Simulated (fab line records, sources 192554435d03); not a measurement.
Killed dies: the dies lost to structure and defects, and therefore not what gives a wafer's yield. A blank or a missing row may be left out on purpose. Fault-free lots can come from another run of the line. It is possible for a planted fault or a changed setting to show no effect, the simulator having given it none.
A lot that was struck, set against a sound lot :: flow n5Finfet :: 16 steps out of a route of 1938
Sound: these wafers, L331.1, L331.5, L331.6. Wafers struck: L345.2, L345.3, L345.6. Last of all comes the cause.
At each step with rows: each side's tool, then ch and its chambers, then its first start. Under that, the readings that differ: sound wafers :: struck wafers :: difference of the means :: sigmas: that difference in standard deviations of wafers without a fault.
alike: words and numbers the same on both sides, and readings whose means are apart by under 2 such deviations; not compared: readings that were withheld, readings missing a value for some wafer, numbers with overlapping values and no deviation given by the record, and bounds like >300 which may hide the same value.
The two part at a step that has a row with sigmas, a row that says differs or no value, or rows on one side only. Non-overlapping numbers with no deviation appear without sigmas and do not part them. Lack of a reading on every wafer of one side parts them only where that side has two or more wafers.

first, 2 steps without rows for these wafers: N5_HKMG_FIN_ALD_71 (deposits TiN, target thk 1 nm, pulse time 1 s, purge time 3 s); N5_HKMG_FIN_COAT_66 (time 60 s, resist thk 300 nm).
N5_HKMG_FIN_ETCH_67: etches SOC in N2/H2, stops on TiN, target depth 388.9 nm.
  sound on rieDiel-01 ch 0,1, day 4 22:35; struck on rieDiel-02 ch 0,1,3, day 8 14:34
reading: drypumpMotorCurrentA (A)
sound: 5.0 4.7 5.0
struck: 6.1 5.5 6.3
difference: +1.1
sigmas: +2
  alike: oesProductAu, rfVppV, showerheadPlenumPTorr, throttleValvePct
  not compared: rfHoursCounterH
N5_HKMG_FIN_STRIP_90: strips SOC in N2/H2, time 20 s.
  sound on rieDiel-01 ch 0,1, day 4 22:39; struck on rieDiel-02 ch 0,1,3, day 8 14:38
reading: drypumpMotorCurrentA (A)
sound: 5.1 4.7 5.1
struck: 6.2 5.6 6.3
difference: +1.1
sigmas: +2
  alike: biasPowerW, oesProductAu, powerW, rfVppV, showerheadPlenumPTorr, throttleValvePct
  not compared: rfHoursCounterH
then, 2 steps without rows for these wafers: N5_HKMG_FIN_WET_ETCH_73 (etches the open film in SC1, time 42.3 s, target depth 1.3 nm, rinse time 30 s); N5_HKMG_FIN_ETCHBACK_68 (etches the open film in Cl2/Ar, stops on HfO2, target depth 0.5 nm).
N5_HKMG_FIN_STRIP_69: strips in N2/H2, time 360 s.
  sound on plasmaAsher-02 ch 0,1, day 4 22:57; struck on plasmaAsher-01 ch 0,1, day 8 14:56
  alike: drypumpMotorCurrentA, heaterPowerW
  not compared: rfHoursCounterH
N5_HKMG_FIN_ALD_21: deposits TiN, target thk 1.5 nm, pulse time 1 s, purge time 3 s.
  sound on aldMetal-01 ch 0,1,3, day 4 23:20; struck on aldMetal-02 ch 2,3, day 8 15:19
  alike: heaterPowerW, precursorPulseHeightRel
then, 1 step without rows for these wafers: N5_HKMG_FIN_ALD_72 (deposits W, target thk 2 nm, pulse time 1 s, purge time 2 s).
N5_HKMG_FIN_W_FILL_22: material W, target thk 60 nm, time 18.2 s.
  sound on cvdW-02 ch 0,1, day 4 23:45; struck on cvdW-01 ch 0,1, day 8 15:44
reading: throttleValvePct (%)
sound: 18.1 18.3 17.4
struck: 21.3 21.4 19.8
difference: +2.9
sigmas: +2
  alike: heaterPowerW
then, 2 steps without rows for these wafers: N5_HKMG_FIN_PRECLEAN_83 (cleans in DIW, time 57.5 s); N5_HKMG_FIN_SRD_84 (dry time 32 s).
N5_HKMG_FIN_CMP_23: polishes, stops on SiNx, t overpolish 10 s, target thk 46.326 nm.
  sound on cmp-01 ch 0,1,2, day 5 00:01; struck on cmp-01 ch 0,1,2, day 8 15:55
reading: headPressurePsi (psi)
sound: 4.002 3.985 3.995
struck: 3.070 3.080 3.080
difference: -0.917
sigmas: -99 or more

reading: overpolishRunS (s)
sound: 10.0 10.0 10.0
struck: 10.0 8.1 9.1
difference: -0.9
sigmas: -2

reading: timeToEndpointS (s)
sound: 11.6 10.1 8.5
struck: 18.2 20.3 19.4
difference: +9.2
sigmas: +3
  alike: motorCurrentA, slurryFilterDpKPa, slurryFlowMlMin
then, 1 step without rows for these wafers: N5_HKMG_FIN_CMP_94 (polishes, stops on SiNx, t overpolish 4.7 s, target thk 43.299 nm).
-- record jumps: 4 days separate the struck wafers' starts on either side; left off in module HKMG_FIN, taken up again in module BEOL_M4, whose first shown step is the route's number 1111 --
N5_BEOL_M4_RC_MEAS_101:
  sound on prober-02 ch 0, day 8 13:46; struck on prober-01 ch 0, day 12 05:32
  alike: DIBL_N, DIBL_P, IOFF_N, IOFF_P, ION_N, ION_P, SS_N, SS_P, VT_N, VT_P
-- a jump in the record: the struck wafers' starts before and after are 4 days apart (it breaks off in module BEOL_M4 and resumes in module PASSIVATION, where the first step shown is number 1936 of the route) --
N5_PASSIVATION_PROBE_49:
  sound on prober-01, day 13 00:42; struck on prober-02, day 16 17:13
  alike: defectLimitedYield, killed_at_M0_to_M3, killed_at_M4_up, killedAtContacts, killedAtFrontEnd, killedAtOther, killedDies, killedOpen, killedShort, sort_bin_5_function, sort_bin_6_memory, sortNPass, sortYieldPct

WHERE THEY PART
Last at N5_HKMG_FIN_CMP_23 as far as this record goes, first at N5_HKMG_FIN_ETCH_67. Later steps at which nothing parts them and some readings are alike: N5_BEOL_M4_RC_MEAS_101, N5_PASSIVATION_PROBE_49.

WHY: what had been put in by the simulator
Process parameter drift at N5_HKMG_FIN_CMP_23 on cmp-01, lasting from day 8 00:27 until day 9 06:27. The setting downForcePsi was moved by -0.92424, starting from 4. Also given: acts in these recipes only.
